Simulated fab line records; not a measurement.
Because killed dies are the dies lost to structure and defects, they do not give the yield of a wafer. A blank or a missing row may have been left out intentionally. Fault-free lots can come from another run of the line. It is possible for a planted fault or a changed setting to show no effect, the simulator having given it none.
Chamber matching + flow n5-finfet + N5_BEOL_M1_STRIP_36 on rie-diel-01 has 4 sister chambers
The step strips in N2/H2. 8 wafers are shown with their chamber, then 12 later ones without.

== EACH WAFER AND ITS CHAMBER ==
| wafer  | chamber | throttle-valve-pct (%) | drypump-motor-current-A (A) |
|--------|---------|------------------------|-----------------------------|
| L079.1 | 1       | 23.2                   | 6.0                         |
| L080.1 | 2       | 23.8                   | 6.3                         |
| L082.1 | 3       | 23.6                   | 5.8                         |
| L082.2 | 1       | 23.2                   | 6.0                         |
| L082.3 | 2       | 23.8                   | 6.2                         |
| L083.3 | 3       | 23.5                   | 5.8                         |
| L083.4 | 0       | 23.9                   | 5.3                         |
| L083.5 | 0       | 23.9                   | 5.2                         |

== WAFERS WITHOUT THEIR CHAMBER ==
| wafer  | throttle-valve-pct (%) | drypump-motor-current-A (A) |
|--------|------------------------|-----------------------------|
| L084.1 | 23.8                   | 6.3                         |
| L084.2 | 23.2                   | 6.0                         |
| L084.3 | 23.9                   | 5.3                         |
| L084.4 | 23.5                   | 5.8                         |
| L084.5 | 23.9                   | 5.3                         |
| L084.6 | 23.2                   | 6.0                         |
| L094.1 | 23.6                   | 5.3                         |
| L094.2 | 23.6                   | 5.8                         |
| L094.3 | 23.3                   | 6.0                         |
| L095.2 | 23.3                   | 6.0                         |
| L095.3 | 23.6                   | 5.8                         |
| L095.5 | 23.6                   | 5.3                         |

== CHAMBER TAKEN BY EACH ==
| wafer  | from the rows above     | in truth |
|--------|-------------------------|----------|
| L084.1 | 2                       | 2        |
| L084.2 | 1                       | 1        |
| L084.3 | 0                       | 0        |
| L084.4 | 3                       | 3        |
| L084.5 | 0                       | 0        |
| L084.6 | 1                       | 1        |
| L094.1 | can't be placed: 0 or 3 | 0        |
| L094.2 | 3                       | 3        |
| L094.3 | 1                       | 1        |
| L095.2 | 1                       | 1        |
| L095.3 | 3                       | 3        |
| L095.5 | can't be placed: 0 or 3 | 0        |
10 of 12 placed correctly. From these rows, 2 cannot be placed; in 2 the true chamber is one of the candidates. Wrongly placed: 0.
How it was worked out, from the rows above alone: a wafer's distance from a chamber is the root of the sum, over the readings, of the square of ((its reading less the chamber's mean) divided by the reading's scatter). The wafer belongs to the nearest chamber; if the next one is less than 2 further off, it can't be placed. For every chamber, the mean is computed from those of its wafers that are shown. The scatter: the root of (the sum of the squares of (reading less its chamber's mean) over the shown wafers, divided by (wafers less chambers)).
